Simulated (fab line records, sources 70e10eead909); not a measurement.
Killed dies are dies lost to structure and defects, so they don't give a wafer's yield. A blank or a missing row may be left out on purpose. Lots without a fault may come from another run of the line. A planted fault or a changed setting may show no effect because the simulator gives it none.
fab line records | flow nand_harc
record lots=11 wafers=33 last_day=34
route steps=1302 shown A_CONTACT@1082 END@1302
lots that met no fault: from a run of the same line without faults
start_h: hours from the record's first day to the start of the lot's first wafer shown | wait_h: hours since the lot's step before | " the same as in the row above | L1.1+2: a row that stands for several wafers | - no value, or no start given | * or withheld: withheld | < > ~ a bound
route shown NAME@n: a module of which the file shows steps, and the number in the route of the first | usual: mean/standard deviation of fault-free wafers | same: alike in all rows | chamber/n: place in a boat | sites: the reading at each site | _std_site: their standard deviation | _edge_site: outer sites' mean less inner sites' | radius_mm: how far each site lies from the wafer's centre | mask NAME#n: copy n | behind: the tool/chamber that last shaped the wafer | hold: why the lot was held/for how many hours/how that ended | device: the transistor (n, p or np) that didn't switch | end of line: the same wafers' tests at the end of the route | a step without rows: its recipe alone | killed: dies lost to structure and defects at the first sort, not the wafer's yield | map: a wafer's dies, x killed, . not, _ none there
set.NAME: the setting as run; set.NAME@STEP: as run at that earlier step | model.NAME: the simulator's own value behind a step, which no gauge read
steps of the route over a sample of lots; a table a step, a row a wafer
services: from which hour (start_h, from the record's first day; less than 0 if before it) a tool's chamber was out of use, for how many hours, and why
## steps
# step NHARC_A_CONTACT_ETCH_88
# recipe target_depth_a=390 over_etch_frac=0.3 time_s=65 ion_energy_ev=80 cf4_flow_sccm=150 ar_flow_sccm=0 rf_w=300 bias_w=100 chemistry=CF4
# usual drypump_motor_current_A=5.7/0.41 mfc_ar_sccm=0.010/0.014 oes_product_au=1.003/0.01 rf_vpp_V=150.9/0.84 showerhead_plenum_p_Torr=1.737/0.029 throttle_valve_pct=13.285/0.0098
# columns lot.wafer tool chamber start_h wait_h drypump_motor_current_A mfc_ar_sccm oes_product_au rf_hours_counter_h rf_vpp_V showerhead_plenum_p_Torr throttle_valve_pct
L690.2 rie_diel-03 2 506.54 0.1 6.4 0 1.027 8 150.9 1.712 13.282
L690.1 " 0 " " 5.4 0.005 1.010 7 150.4 1.756 13.297
L690.5 " 3 " " 5.3 0.034 0.991 - 150.0 1.759 13.275
L691.4 rie_diel-03 2 525.11 0.3 6.3 0 1.019 13 151.3 1.711 13.296
L691.5 " 1 " " 5.7 0 0.997 - 150.3 1.728 13.269
L691.6 " 2 " " 6.3 0 1.015 - 150.9 1.711 13.270
L692.4 rie_diel-02 3 532.44 0.1 5.2 0 1.009 40 151.5 1.820 13.270
L692.3 " 0 " " 6.1 0 0.998 46 153.0 1.861 13.289
L692.6 " 3 " " 5.2 0 1.006 - 153.0 1.820 13.275
L694.4 rie_diel-03 0 549.20 0.1 5.4 0.005 1.010 16 151.7 1.753 13.300
L694.6 " 3 " " 5.3 0.034 1.001 - 151.2 1.757 13.282
L694.5 " 0 " " 5.4 0.005 1.000 - 150.1 1.753 13.296
L695.1 rie_diel-03 2 560.09 0.1 6.3 0 1.006 20 151.3 1.708 13.299
L695.4 " 0 " " 5.4 0.005 0.990 18 152.8 1.752 13.284
L695.5 " 3 " " 5.3 0.034 0.986 - 150.3 1.757 13.289
L697.3 rie_diel-03 2 574.02 0.1 6.3 0 1.010 21 150.9 1.708 13.269
L697.2 " 1 " " 5.6 0 0.991 20 150.8 1.726 13.288
L697.6 " 3 " " 5.3 0.034 1.002 - 151.1 1.755 13.286
L703.1 rie_diel-12 3 655.28 0.1 5.9 0 0.983 6 152.6 1.890 13.273
L703.5 " 0 " " 5.7 0.021 0.988 - 152.6 1.763 13.295
L703.6 " 1 " " 5.9 0.014 1.006 - 150.8 1.770 13.292
L704.3 rie_diel-03 0 659.80 0.2 5.4 0.005 0.977 4 150.4 1.748 13.290
L704.5 " 1 " " 5.6 0 0.993 - 151.4 1.721 13.299
L704.6 " 2 " " 6.4 0 1.000 - 150.8 1.705 13.271
L711.2 rie_diel-03 1 727.72 0.1 5.6 0 0.992 17 149.7 1.718 13.280
L711.6 " 0 " " 5.4 0.005 1.004 - 151.2 1.745 13.291
L711.4 " 1 " " 5.6 0 1.002 - 150.1 1.718 13.288
L712.2 rie_diel-03 3 741.25 0.1 5.3 0.034 1.002 19 151.8 1.747 13.309
L712.6 " 3 " " 5.3 0.034 0.995 - 150.7 1.747 13.285
L712.4 " 0 " " 5.4 0.005 1.007 - 150.1 1.744 13.280
L713.5 rie_diel-03 3 757.23 0.1 5.3 0.034 0.997 - 150.5 1.746 13.275
L713.4 " 0 " " 5.4 0.005 1.007 - 150.4 1.743 13.295
L713.6 " 2 " " 6.4 0 1.002 - 151.7 1.700 13.276
# step NHARC_A_CONTACT_ETCH_134
# recipe source_w=withheld pressure_mtorr=20 bias_v=withheld time_s=140 target_depth_a=7000 ar_flow_sccm=withheld c4f8_flow_sccm=withheld o2_flow_sccm=withheld chemistry=C4F8/O2/Ar
# columns lot.wafer tool chamber start_h wait_h rf_hours_counter_h
L690.1 har_cap_etch-02 1 507.61 - 84
L690.2 " 0 " " 84
L690.5 " 1 " " -
L691.4 har_cap_etch-02 0 526.78 - -
L691.6 " 1 " " -
L691.5 " 0 " " -
L692.4 har_cap_etch-02 0 533.54 - -
L692.3 " 1 " " -
L692.6 " 0 " " -
L694.4 har_cap_etch-01 1 550.34 - -
L694.6 " 0 " " -
L694.5 " 1 " " -
L695.1 har_cap_etch-03 1 561.16 - 56
L695.4 " 0 " " -
L695.5 " 1 " " -
L697.2 har_cap_etch-03 1 575.10 - 57
L697.3 " 1 " " -
L697.6 " 1 " " -
L703.1 har_cap_etch-01 0 656.34 - 25
L703.6 " 1 " " -
L703.5 " 0 " " -
L704.3 har_cap_etch-03 0 661.21 - -
L704.6 " 1 " " -
L704.5 " 0 " " -
L711.2 har_cap_etch-02 1 728.94 - 123
L711.4 " 1 " " -
L711.6 " 1 " " -
L712.2 har_cap_etch-01 1 742.99 - 42
L712.4 " 0 " " -
L712.6 " 1 " " -
L713.4 har_cap_etch-01 1 758.66 - -
L713.6 " 1 " " -
L713.5 " 0 " " -
# step NHARC_A_CONTACT_ETCH_98
# recipe target_depth_a=200 over_etch_frac=0.5 time_s=10 ion_energy_ev=250 c4f6_flow_sccm=25 o2_flow_sccm=20 ar_flow_sccm=500 rf_w=600 bias_w=500 chemistry=C4F6/O2
# usual drypump_motor_current_A=5.7/0.33 mfc_ar_sccm=500.0/1.4 oes_product_au=0.956/0.02 rf_vpp_V=546.5/2.4 showerhead_plenum_p_Torr=3.91/0.11 throttle_valve_pct=26.902/0.0087
# columns lot.wafer tool chamber start_h wait_h drypump_motor_current_A mfc_ar_sccm oes_product_au rf_hours_counter_h rf_vpp_V showerhead_plenum_p_Torr throttle_valve_pct
L690.1 rie_diel-12 2 509.62 0.1 5.7 501.4 0.962 13 547.5 4.01 26.893
L690.2 " 0 " " 5.7 501.8 0.952 17 547.9 3.94 26.906
L690.5 " 1 " " 5.9 501.1 0.958 - 546.1 3.95 26.900
L691.4 rie_diel-03 2 528.68 - 6.4 499.6 0.980 14 544.6 3.80 26.907
L691.5 " 3 " " 5.3 496.9 0.949 - 544.5 3.90 26.901
L691.6 " 0 " " 5.4 498.9 0.967 - 547.4 3.89 26.900
L692.4 rie_diel-02 3 535.49 - 5.3 500.0 0.967 41 548.8 4.03 26.896
L692.3 " 0 " " 6.2 498.5 0.944 47 551.7 4.12 26.916
L692.6 " 3 " " 5.3 502.0 0.973 - 549.4 4.03 26.902
L694.4 rie_diel-02 0 552.22 - 6.2 499.5 0.944 52 550.8 4.12 26.899
L694.6 " 2 " " 5.8 500.0 0.951 - 543.1 3.81 26.909
L694.5 " 3 " " 5.3 500.3 0.944 - 550.9 4.03 26.905
L695.1 rie_diel-03 0 563.12 - 5.4 499.5 0.955 18 546.7 3.89 26.898
L695.4 " 1 " " 5.7 499.5 0.953 19 544.5 3.83 26.899
L695.5 " 3 " " 5.3 498.9 0.951 - 546.7 3.90 26.893
L697.2 rie_diel-03 3 577.05 - 5.3 503.4 0.953 21 545.2 3.90 26.908
L697.3 " 2 " " 6.3 499.0 0.942 22 544.8 3.79 26.896
L697.6 " 0 " " 5.4 501.0 0.959 - 545.8 3.89 26.893
L703.1 rie_diel-03 3 658.93 - 5.3 503.5 0.961 2 545.5 3.89 26.909
L703.6 " 0 " " 5.4 505.0 0.687 - 544.8 3.88 26.901
L703.5 " 1 " " 5.6 499.4 0.951 - 544.3 3.82 26.911
L704.3 rie_diel-03 1 663.10 - 5.7 499.0 0.942 5 544.9 3.82 26.892
L704.5 " 3 " " 5.3 500.5 0.946 - 546.2 3.89 26.903
L704.6 " 0 " " 5.4 499.7 0.673 - 545.2 3.88 26.906
L711.2 rie_diel-12 2 730.96 - 5.7 500.3 0.957 35 546.7 3.96 26.907
L711.4 " 3 " " 5.9 498.9 0.962 36 551.3 4.17 26.898
L711.6 " 1 " " 5.9 498.8 0.956 - 547.1 3.91 26.900
L712.2 rie_diel-12 3 744.93 - 5.9 501.2 0.941 39 552.6 4.17 26.918
L712.4 " 1 " " 5.9 500.5 0.951 36 546.9 3.91 26.909
L712.6 " 0 " " 5.7 501.6 0.959 - 546.6 3.90 26.907
L713.4 rie_diel-03 1 760.58 - 5.6 500.0 0.997 23 545.4 3.81 26.899
L713.6 " 1 " " 5.7 497.2 0.997 - 543.8 3.81 26.900
L713.5 " 2 " " 6.4 500.1 0.959 - 544.3 3.77 26.894
# step NHARC_A_CONTACT_ETCH_110
# recipe target_depth_a=600 overetch_a=60 time_s=33 ion_energy_ev=100 cf4_flow_sccm=80 o2_flow_sccm=20 ar_flow_sccm=0 rf_w=300 bias_w=100 chemistry=CF4/O2
# usual drypump_motor_current_A=5.7/0.39 mfc_ar_sccm=0.008/0.013 oes_product_au=1.002/0.0094 rf_vpp_V=197.4/1.1 showerhead_plenum_p_Torr=1.31/0.034 throttle_valve_pct=13.397/0.0092
# columns lot.wafer tool chamber start_h wait_h drypump_motor_current_A mfc_ar_sccm oes_product_au rf_hours_counter_h rf_vpp_V showerhead_plenum_p_Torr throttle_valve_pct
L690.1 rie_diel-03 0 510.00 0.1 5.4 0.005 1.009 8 196.3 1.32 13.408
L690.2 " 1 " " 5.6 0 1.002 7 197.2 1.30 13.383
L690.5 " 0 " " 5.4 0.005 1.020 - 196.4 1.32 13.401
L691.4 rie_diel-03 2 529.06 0.0 6.3 0 1.007 14 196.0 1.29 13.382
L691.6 " 2 " " 6.3 0 1.012 - 196.9 1.29 13.403
L691.5 " 3 " " 5.3 0.034 0.993 - 198.3 1.33 13.401
L692.3 rie_diel-03 2 535.86 0.1 6.3 0 1.008 16 197.2 1.29 13.405
L692.4 " 3 " " 5.3 0.034 0.994 14 197.5 1.33 13.400
L692.6 " 1 " " 5.6 0 1.001 - 196.7 1.30 13.390
L694.4 rie_diel-03 0 552.62 0.1 5.4 0.005 1.001 17 197.3 1.32 13.380
L694.6 " 1 " " 5.6 0 0.997 - 196.6 1.30 13.393
L694.5 " 2 " " 6.3 0 1.031 - 196.5 1.29 13.405
L695.1 rie_diel-02 1 563.53 0.1 5.6 0 1.001 58 194.3 1.26 13.396
L695.4 " 0 " " 6.1 0 1.005 55 198.9 1.41 13.390
L695.5 " 2 " " 5.8 0.002 1.010 - 196.6 1.29 13.397
L697.3 rie_diel-03 2 577.43 0.1 6.3 0 1.003 22 196.0 1.29 13.399
L697.2 " 3 " " 5.3 0.034 0.995 21 197.6 1.32 13.400
L697.6 " 0 " " 5.4 0.005 1.001 - 197.6 1.32 13.383
L703.1 rie_diel-03 3 659.52 0.1 5.3 0.034 1.003 3 196.9 1.32 13.401
L703.6 " 1 " " 5.7 0 1.005 - 196.8 1.30 13.396
L703.5 " 2 " " 6.3 0 1.017 - 195.6 1.28 13.395
L704.3 rie_diel-03 2 663.47 0.1 6.3 0 1.005 3 197.9 1.28 13.402
L704.6 " 0 " " 5.4 0.005 0.977 - 197.2 1.32 13.380
L704.5 " 1 " " 5.6 0 0.988 - 198.0 1.30 13.402
L711.2 rie_diel-12 1 731.43 0.1 5.8 0.014 1.000 33 198.7 1.33 13.409
L711.4 " 2 " " 5.7 0 0.993 35 199.1 1.35 13.387
L711.6 " 0 " " 5.7 0.021 1.005 - 198.1 1.33 13.375
L712.2 rie_diel-02 3 745.34 0.1 5.3 0 0.997 52 198.9 1.36 13.385
L712.4 " 2 " " 5.8 0.002 1.003 - 197.4 1.28 13.406
L712.6 " 3 " " 5.2 0 0.993 - 197.8 1.36 13.387
L713.4 rie_diel-03 1 760.96 0.1 5.6 0 0.990 23 197.7 1.29 13.411
L713.6 " 2 " " 6.3 0 1.005 - 196.7 1.28 13.382
L713.5 " 3 " " 5.3 0.034 0.989 - 196.9 1.32 13.384
# step NHARC_END_SORT_01
# recipe temp_c=25
# usual killed_at_array=56/19 killed_at_other=0.8/1.1 killed_at_periphery=3.4/2.5 killed_dies=60/19 killed_open=2.9/1.7 killed_short=2.4/1.6
# same gross_dies=677
# columns lot.wafer tool chamber start_h wait_h hold killed_at_array killed_at_other killed_at_periphery killed_dies killed_open killed_short
L690.1 prober-02 0 560.96 2.5 - 21 0 3 24 1 2
L690.2 prober-02 0 561.76 2.8 - 22 0 2 24 1 3
L690.5 prober-02 0 564.16 3.7 - 18 0 0 18 2 0
L691.4 prober-01 0 577.29 3.4 - 60 0 3 63 1 2
L691.5 prober-01 0 578.09 3.7 - 80 0 4 84 5 6
L691.6 prober-01 0 578.88 4.0 - 61 0 2 63 0 1
L692.3 prober-01 0 585.06 3.1 - 56 1 2 59 3 1
L692.4 prober-01 0 585.86 3.4 - 67 0 4 71 2 2
L692.6 prober-01 0 587.47 4.0 - 70 0 0 70 2 3
L694.4 prober-01 0 604.09 3.4 - 62 0 0 62 2 2
L694.5 prober-01 0 604.88 3.7 - 75 0 0 75 1 1
L694.6 prober-01 0 605.68 4.0 - 65 0 4 69 3 2
L695.1 prober-01 0 631.63 2.5 - 53 3 4 60 7 6
L695.4 prober-01 0 634.01 3.4 - 52 1 1 54 4 2
L695.5 prober-01 0 634.81 3.7 - 63 3 2 68 3 4
L697.2 prober-02 0 632.47 2.8 - 66 1 9 76 3 1
L697.3 prober-02 0 633.27 3.1 - 75 2 10 87 4 4
L697.6 prober-02 0 635.69 4.0 - 67 1 3 71 4 2
L703.1 prober-01 0 709.03 2.5 await_dispo/2.1h/release 42 0 1 43 2 2
L703.5 prober-01 0 712.22 3.7 await_dispo/2.1h/release 39 1 3 43 5 1
L703.6 prober-01 0 713.02 4.0 await_dispo/2.1h/release 676 0 1 677 1 2
L704.3 prober-02 0 710.70 3.1 await_dispo/2.6h/release 21 0 6 27 3 2
L704.5 prober-02 0 712.28 3.7 await_dispo/2.6h/release 24 1 6 31 6 2
L704.6 prober-02 0 713.07 3.9 await_dispo/2.6h/release 673 0 4 677 4 1
L711.2 prober-02 0 780.09 2.8 - 50 1 4 55 2 1
L711.4 prober-02 0 781.67 3.4 - 61 0 2 63 4 3
L711.6 prober-02 0 783.26 4.0 - 60 2 1 63 1 3
L712.2 prober-01 0 794.33 2.8 - 38 0 5 43 1 4
L712.4 prober-01 0 795.94 3.4 - 40 2 4 46 1 3
L712.6 prober-01 0 797.54 4.0 - 39 1 1 41 2 1
L713.4 prober-02 0 809.91 3.4 - 58 3 1 62 0 3
L713.5 prober-02 0 810.71 3.7 - 57 1 4 62 8 1
L713.6 prober-02 0 811.51 4.0 - 52 0 3 55 4 2
# killed by level:class
L690.1 A_CHANNEL_HOLE_D2:chamber_film_flake=7 A_CONTACT:chamber_film_flake=6 A_DECK1_JOINT:chamber_film_flake=2 A_STAIRCASE:chamber_film_flake=2 A_WL_FILL:chamber_film_flake=2 P_GATE:geometric_particle:open=1 A_CHANNEL_HOLE_D2:geometric_particle:short=1 A_CHANNEL_FILL_D2:geometric_particle:short=1
L690.2 A_CONTACT:chamber_film_flake=7 A_CHANNEL_HOLE_D2:chamber_film_flake=4 A_WL_FILL:chamber_film_flake=3 A_ONON_D1:geometric_particle:short=2 P_M1:geometric_particle:open=1 A_CHANNEL_HOLE_D2:geometric_particle:short=1 P_ZERO_WELL:chamber_film_flake=1 A_ZERO_WELL:chamber_film_flake=1
L690.5 A_CHANNEL_HOLE_D2:chamber_film_flake=9 A_CONTACT:chamber_film_flake=3 A_ONON_D2:geometric_particle:open=1 A_M0:geometric_particle:open=1 A_CHANNEL_FILL_D2:chamber_film_flake=1 A_STAIRCASE:chamber_film_flake=1 A_WL_FILL:chamber_film_flake=1 A_BONDPAD:chamber_film_flake=1
L691.4 A_SLIT:chamber_film_flake=24 A_CHANNEL_HOLE_D2:chamber_film_flake=17 A_STAIRCASE:chamber_film_flake=4 A_WL_FILL:chamber_film_flake=4 P_M1:chamber_film_flake=3 A_CONTACT:chamber_film_flake=3 A_CHANNEL_FILL_D1:chamber_film_flake=2 A_BONDPAD:chamber_film_flake=2
L691.5 A_SLIT:chamber_film_flake=30 A_CHANNEL_HOLE_D2:chamber_film_flake=28 A_STAIRCASE:chamber_film_flake=3 A_WL_FILL:chamber_film_flake=3 A_SGD_CUT:geometric_particle:short=2 A_WL_FILL:geometric_particle:short=2 A_M0:geometric_particle:open=2 P_M1:chamber_film_flake=2
L691.6 A_SLIT:chamber_film_flake=28 A_CHANNEL_HOLE_D2:chamber_film_flake=26 A_CONTACT:chamber_film_flake=3 P_M1:chamber_film_flake=2 A_CHANNEL_HOLE_D1:geometric_particle:short=1 A_ZERO_WELL:chamber_film_flake=1 A_STAIRCASE:chamber_film_flake=1 A_WL_FILL:chamber_film_flake=1
L692.3 A_CHANNEL_HOLE_D1:chamber_film_flake=22 A_SLIT:chamber_film_flake=20 A_CHANNEL_HOLE_D2:chamber_film_flake=4 A_STAIRCASE:chamber_film_flake=2 A_CONTACT:chamber_film_flake=2 A_M1:chamber_film_flake=2 P_BONDPAD:geometric_particle:open=1 A_DECK1_JOINT:geometric_particle:open=1
L692.4 A_SLIT:chamber_film_flake=26 A_CHANNEL_HOLE_D1:chamber_film_flake=25 A_CHANNEL_HOLE_D2:chamber_film_flake=6 P_M1:chamber_film_flake=3 A_M1:chamber_film_flake=2 P_STI:geometric_particle:short=1 A_ONON_D1:geometric_particle:short=1 A_DECK1_JOINT:geometric_particle:open=1
L692.6 A_CHANNEL_HOLE_D1:chamber_film_flake=23 A_SLIT:chamber_film_flake=19 A_CHANNEL_HOLE_D2:chamber_film_flake=8 A_M1:chamber_film_flake=7 A_CONTACT:unspecified=3 A_STAIRCASE:chamber_film_flake=2 A_CONTACT:chamber_film_flake=2 A_ONON_D1:geometric_particle:open=1
L694.4 A_SLIT:chamber_film_flake=25 A_CHANNEL_HOLE_D2:chamber_film_flake=23 A_CHANNEL_FILL_D1:chamber_film_flake=4 A_ONON_D1:geometric_particle:open=1 A_CHANNEL_FILL_D1:geometric_particle:short=1 A_CHANNEL_HOLE_D2:geometric_particle:open=1 A_STAIRCASE:geometric_particle:short=1 A_BONDPAD:chamber_film_flake=1
L694.5 A_CHANNEL_HOLE_D2:chamber_film_flake=30 A_SLIT:chamber_film_flake=28 A_CHANNEL_HOLE_D1:chamber_film_flake=6 A_DECK1_JOINT:chamber_film_flake=2 A_CHANNEL_FILL_D2:chamber_film_flake=2 A_STAIRCASE:chamber_film_flake=2 A_CONTACT:chamber_film_flake=2 A_CHANNEL_FILL_D1:geometric_particle:short=1
L694.6 A_CHANNEL_HOLE_D2:chamber_film_flake=25 A_SLIT:chamber_film_flake=25 A_CHANNEL_FILL_D1:chamber_film_flake=3 A_STAIRCASE:chamber_film_flake=3 P_GATE:chamber_film_flake=2 A_DECK1_JOINT:chamber_film_flake=2 P_GATE:geometric_particle:open=1 P_CONTACT:geometric_particle:open=1
L695.1 A_SLIT:chamber_film_flake=28 A_CHANNEL_HOLE_D2:chamber_film_flake=6 P_GATE:geometric_particle:open=3 A_CHANNEL_FILL_D1:chamber_film_flake=3 THIN_TSV:chamber_film_flake=3 A_CONTACT:chamber_film_flake=2 P_STI:geometric_particle:short=1 A_ONON_D1:geometric_particle:open=1
L697.2 A_SLIT:chamber_film_flake=33 A_CHANNEL_HOLE_D2:chamber_film_flake=27 P_CONTACT:chamber_film_flake=5 A_CONTACT:chamber_film_flake=3 P_ZERO_WELL:chamber_film_flake=2 P_M0:geometric_particle:open=1 P_M0:geometric_particle:short=1 A_SGD_CUT:geometric_particle:open=1
L697.3 A_SLIT:chamber_film_flake=36 A_CHANNEL_HOLE_D2:chamber_film_flake=26 P_CONTACT:chamber_film_flake=5 P_ZERO_WELL:chamber_film_flake=3 A_CHANNEL_HOLE_D1:chamber_film_flake=3 A_DECK1_JOINT:geometric_particle:short=2 THIN_TSV:chamber_film_flake=2 P_CONTACT:geometric_particle:open=1
L695.4 A_SLIT:chamber_film_flake=28 A_CHANNEL_HOLE_D2:chamber_film_flake=7 A_CHANNEL_FILL_D2:chamber_film_flake=3 A_CONTACT:chamber_film_flake=3 A_STAIRCASE:chamber_film_flake=2 P_M0:geometric_particle:open=1 A_SOURCE_PLATE:geometric_particle:open=1 A_ONON_D1:geometric_particle:open=1
L695.5 A_SLIT:chamber_film_flake=35 A_CHANNEL_FILL_D2:chamber_film_flake=6 A_CHANNEL_HOLE_D1:chamber_film_flake=4 A_CHANNEL_HOLE_D2:chamber_film_flake=4 A_DECK1_JOINT:chamber_film_flake=3 A_CHANNEL_FILL_D1:chamber_film_flake=2 A_STAIRCASE:chamber_film_flake=2 THIN_TSV:chamber_film_flake=2
L697.6 A_CHANNEL_HOLE_D2:chamber_film_flake=31 A_SLIT:chamber_film_flake=27 A_DECK1_JOINT:chamber_film_flake=2 P_CONTACT:geometric_particle:open=1 A_CHANNEL_FILL_D1:geometric_particle:short=1 A_CHANNEL_FILL_D1:geometric_particle:open=1 A_DECK1_JOINT:geometric_particle:short=1 A_DECK1_JOINT:geometric_particle:open=1
L703.1 A_CHANNEL_HOLE_D2:chamber_film_flake=18 A_CONTACT:chamber_film_flake=8 A_CHANNEL_HOLE_D1:chamber_film_flake=5 A_SLIT:chamber_film_flake=3 A_ONON_D1:geometric_particle:open=1 A_ONON_D1:geometric_particle:short=1 A_CHANNEL_FILL_D2:geometric_particle:open=1 A_WL_FILL:geometric_particle:short=1
L704.3 A_CHANNEL_HOLE_D1:chamber_film_flake=12 A_CONTACT:chamber_film_flake=6 P_CONTACT:geometric_particle:open=3 P_M0:geometric_particle:short=1 A_CHANNEL_FILL_D2:geometric_particle:short=1 P_ZERO_WELL:chamber_film_flake=1 P_GATE:chamber_film_flake=1 A_SLIT:chamber_film_flake=1
L703.5 A_CHANNEL_HOLE_D2:chamber_film_flake=11 A_CHANNEL_HOLE_D1:chamber_film_flake=9 A_CONTACT:chamber_film_flake=5 A_DECK1_JOINT:chamber_film_flake=3 A_SLIT:chamber_film_flake=3 A_ONON_D1:geometric_particle:open=2 A_STAIRCASE:chamber_film_flake=2 A_ONON_D2:geometric_particle:open=1
L704.5 A_CHANNEL_HOLE_D1:chamber_film_flake=9 A_CONTACT:chamber_film_flake=5 P_GATE:chamber_film_flake=4 A_DECK1_JOINT:chamber_film_flake=2 P_CONTACT:geometric_particle:short=1 P_CONTACT:geometric_particle:open=1 A_ONON_D1:geometric_particle:open=1 A_DECK1_JOINT:geometric_particle:open=1
L703.6 A_CONTACT:area_etch=636 A_CHANNEL_HOLE_D2:chamber_film_flake=23 A_CONTACT:chamber_film_flake=5 A_CHANNEL_HOLE_D1:chamber_film_flake=3 A_STAIRCASE:chamber_film_flake=2 A_CHANNEL_FILL_D1:geometric_particle:short=1 A_SGD_CUT:geometric_particle:short=1 A_BLC:geometric_particle:open=1
L704.6 A_CONTACT:area_etch=650 A_CONTACT:chamber_film_flake=10 A_CHANNEL_HOLE_D1:chamber_film_flake=5 P_CONTACT:geometric_particle:open=2 A_SLIT:chamber_film_flake=2 A_ONON_D1:geometric_particle:short=1 A_CHANNEL_FILL_D1:geometric_particle:open=1 A_CHANNEL_FILL_D2:geometric_particle:open=1
L711.2 A_SLIT:chamber_film_flake=31 A_CONTACT:chamber_film_flake=6 A_CHANNEL_FILL_D1:chamber_film_flake=3 A_CHANNEL_HOLE_D2:chamber_film_flake=3 A_CHANNEL_HOLE_D1:unspecified=2 A_CHANNEL_FILL_D2:chamber_film_flake=2 P_CONTACT:geometric_particle:open=1 A_SOURCE_PLATE:geometric_particle:short=1
L711.4 A_SLIT:chamber_film_flake=30 A_CONTACT:chamber_film_flake=6 A_CHANNEL_FILL_D1:chamber_film_flake=4 A_ZERO_WELL:chamber_film_flake=3 A_CHANNEL_HOLE_D1:unspecified=3 A_CHANNEL_FILL_D2:chamber_film_flake=3 A_STAIRCASE:chamber_film_flake=2 P_CONTACT:geometric_particle:short=1
L711.6 A_SLIT:chamber_film_flake=29 A_CONTACT:chamber_film_flake=10 A_ZERO_WELL:chamber_film_flake=6 A_CHANNEL_FILL_D1:chamber_film_flake=5 A_CHANNEL_HOLE_D1:chamber_film_flake=3 A_SGD_CUT:chamber_film_flake=2 THIN_TSV:chamber_film_flake=2 P_M2:geometric_particle:short=1
L712.2 A_CHANNEL_HOLE_D1:chamber_film_flake=15 A_SLIT:chamber_film_flake=8 A_CONTACT:chamber_film_flake=7 P_GATE:chamber_film_flake=3 A_STAIRCASE:chamber_film_flake=3 A_ONON_D2:geometric_particle:short=2 P_CONTACT:geometric_particle:short=1 P_M2:geometric_particle:open=1
L712.4 A_CHANNEL_HOLE_D1:chamber_film_flake=22 A_CONTACT:chamber_film_flake=5 A_SLIT:chamber_film_flake=4 P_GATE:chamber_film_flake=2 A_STAIRCASE:chamber_film_flake=2 THIN_TSV:chamber_film_flake=2 P_M2:geometric_particle:short=1 A_DECK1_JOINT:geometric_particle:open=1
L712.6 A_CHANNEL_HOLE_D1:chamber_film_flake=13 A_SLIT:chamber_film_flake=11 A_STAIRCASE:chamber_film_flake=7 A_CHANNEL_FILL_D1:chamber_film_flake=2 A_CONTACT:chamber_film_flake=2 A_DECK1_JOINT:geometric_particle:open=1 A_DECK1_JOINT:geometric_particle:short=1 A_CHANNEL_FILL_D2:geometric_particle:open=1
L713.4 A_CHANNEL_HOLE_D2:chamber_film_flake=29 A_CONTACT:chamber_film_flake=9 A_SLIT:chamber_film_flake=5 A_CHANNEL_FILL_D1:chamber_film_flake=4 A_SGD_CUT:chamber_film_flake=3 A_CHANNEL_FILL_D2:chamber_film_flake=2 A_STAIRCASE:chamber_film_flake=2 A_M1:chamber_film_flake=2
L713.5 A_CHANNEL_HOLE_D2:chamber_film_flake=29 A_SLIT:chamber_film_flake=6 A_CHANNEL_FILL_D1:chamber_film_flake=3 A_CONTACT:chamber_film_flake=3 A_ONON_D1:geometric_particle:open=2 A_M0:geometric_particle:open=2 P_GATE:chamber_film_flake=2 A_CHANNEL_HOLE_D1:chamber_film_flake=2
L713.6 A_CHANNEL_HOLE_D2:chamber_film_flake=25 A_SLIT:chamber_film_flake=7 A_CONTACT:chamber_film_flake=6 A_STAIRCASE:chamber_film_flake=3 A_SGD_CUT:chamber_film_flake=3 P_CONTACT:geometric_particle:short=1 A_ONON_D1:geometric_particle:short=1 A_WL_FILL:geometric_particle:open=1
## services
# columns tool chamber start_h hours kind
rie_diel-03 0 492.05 - clean
rie_diel-03 1 492.05 - clean
rie_diel-03 2 492.05 - clean
rie_diel-03 3 492.05 - clean
har_cap_etch-01 - 497.49 17.0 pm
rie_diel-03 0 517.02 - clean
rie_diel-03 1 517.02 - clean
rie_diel-03 2 517.02 - clean
rie_diel-03 3 517.02 - clean
rie_diel-03 0 541.52 - clean
rie_diel-03 1 541.52 - clean
rie_diel-02 - 570.88 9.0 pm
rie_diel-03 2 622.41 1.5 repair
rie_diel-12 - 622.96 9.0 pm
rie_diel-03 - 660.49 0.7 repair
rie_diel-12 0 679.56 14.0 repair
rie_diel-03 0 698.57 9.7 repair
rie_diel-03 2 712.15 28.9 repair
rie_diel-03 3 719.20 1.4 repair
rie_diel-03 1 737.83 9.3 repair
rie_diel-02 1 744.31 4.3 repair
rie_diel-02 - 747.90 9.0 pm
har_cap_etch-02 - 754.93 17.0 pm
rie_diel-03 1 755.20 4.9 repair
## key
first_sign step=NHARC_A_CONTACT_ETCH_98 reading=oes_product_au direction=down sigmas=14 usual=0.956 struck=0.680
effect step=NHARC_END_SORT_01 reading=killed_at_array direction=up sigmas=33 usual=56 struck=674
more_kills_born_at NHARC_A_CONTACT_ETCH_98@rie_diel-03=1286
met_at NHARC_A_CONTACT_ETCH_98
struck_lots L703,L704
struck_wafers L703.6,L704.6
later_rows_left_out L703.6,L704.6
tester_left_out L703,L704
not_acting_at NHARC_A_CONTACT_ETCH_88,NHARC_A_CONTACT_ETCH_134,NHARC_A_CONTACT_ETCH_110
onset_between 577.05 658.93
fault kind=process_parameter_drift tool=rie_diel-03 chamber=0 onset_h=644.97 steps=NHARC_A_CONTACT_ETCH_98 channel=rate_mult offset=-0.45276 shape=step end_h=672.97
# tester_left_out: of these lots the tester's yield and bins aren't shown, on N5 and GAA mostly nor the transistor test; their killed dies are dies lost to structure and defects alone, not to doping, threshold or leakage, so they don't give the yield
# later_rows_left_out: the simulator's readings of these wafers behind a module that went badly wrong aren't trusted and aren't shown, but for the sort
